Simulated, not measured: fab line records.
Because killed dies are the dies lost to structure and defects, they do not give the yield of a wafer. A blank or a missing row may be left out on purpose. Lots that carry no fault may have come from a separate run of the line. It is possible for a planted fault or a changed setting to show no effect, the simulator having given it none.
Code-filled problem report in 8D (eight disciplines) form -- flow nand-harc -- the parts of the form that need people (team, actions taken, sign-off) are left out

## 1. PROBLEM STATEMENT
Mean of thk-nm at NHARC_A_ONON_D1_THK_MEAS_14: 653 nm across 4 wafers in 3 lots; on wafers with no fault it is 1001 nm (standard deviation 9.8). That is -35 standard deviations from the usual mean.
The step: measures by ellipsometry.
Seen first at day 10 12:53 on film-metro-02, wafer L169.2. Wafers with a number at this step in the record: 38, from 13 lots. Rule for "out", or "out of limits": more than 4 standard deviations from the usual mean. All remaining wafers that have a number are taken as sound.

## 2. WHAT IT IS, WHAT IT ISN'T
question,is,is not
which readings at this step,thk-nm,-
which lots,"L169, L170, L171","L164, L176, L177, L178, L179, L180, L182, L183, L185, L186"
which wafers of those lots,"L169.2, L169.5, L170.5, L171.2","L170.4, L170.6, L171.4, L171.6"
read on which gauges,"film-metro-01, film-metro-02",-
when,from day 10 12:53,"up to then (3 sound wafers); but 31 sound wafers of L170, L171, L176, L177, L178, L179, L180, L182, L183, L185, L186 came after"

## 3. SUSPECTS, AND WHAT RULES EACH OUT
Counting: if a tool at a process step up to the reading ran every lot that is out, it stays a suspect. Sound lots after the first of them don't rule it out here, since some wafers of a struck lot are sound.
- the gauge at NHARC_A_ONON_D1_THK_MEAS_14 is ruled out. Those wafers that are out were read across 2 gauges (film-metro-01, film-metro-02).
- pecvd-onon-02 at NHARC_A_ONON_D1_DEP_12 (target thk 1000 nm): kept. Every lot that is out went through it, the first being L169 (day 10 12:24); the last sound lot it ran before that was L164 (day 8 04:58).
The count leaves pecvd-onon-02 at NHARC_A_ONON_D1_DEP_12.

## 4. THE CAUSE (what the simulator had put in)
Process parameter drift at NHARC_A_ONON_D1_DEP_12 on pecvd-onon-02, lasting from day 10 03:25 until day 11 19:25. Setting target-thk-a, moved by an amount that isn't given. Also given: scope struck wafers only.
This tool alone remained once counting was done.

## 5. THE CHAIN OF EFFECTS, in route order
One row per reading whose mean, taken over the struck wafers that have a number, lies over 3 standard deviations from the usual. Only readings for which the record gives a usual standard deviation are gone through. hours: the time from each lot's start at the first step in this table that gives one to its start at this step, as a median over the lots. sigmas: the change in usual standard deviations.
hours,step,reading,usual,on struck wafers,change,sigmas
0,NHARC_A_ONON_D1_THK_MEAS_14,thk-nm,1001 nm,653,-348,-35
396,NHARC_END_SORT_01,killed-at-array,52,673,+621,+33
396,NHARC_END_SORT_01,killed-dies,57,677,+620,+33

## 6. HOW IT WOULD HAVE BEEN CAUGHT EARLIER
9 hours passed between the start of the fault at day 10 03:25 and the first reading out of limits at a measuring or inspecting step in this record, taken at day 10 12:53.
Of the tool readings at NHARC_A_ONON_D1_DEP_12 for which the record gives a usual standard deviation, none was out on any struck wafer, so an alarm limit of 4 standard deviations on them would not have fired.
Lots out: 3; of these, L170, L171 started NHARC_A_ONON_D1_DEP_12 on pecvd-onon-02 after day 10 12:53. A hold on the tool at that time would have spared those 2.
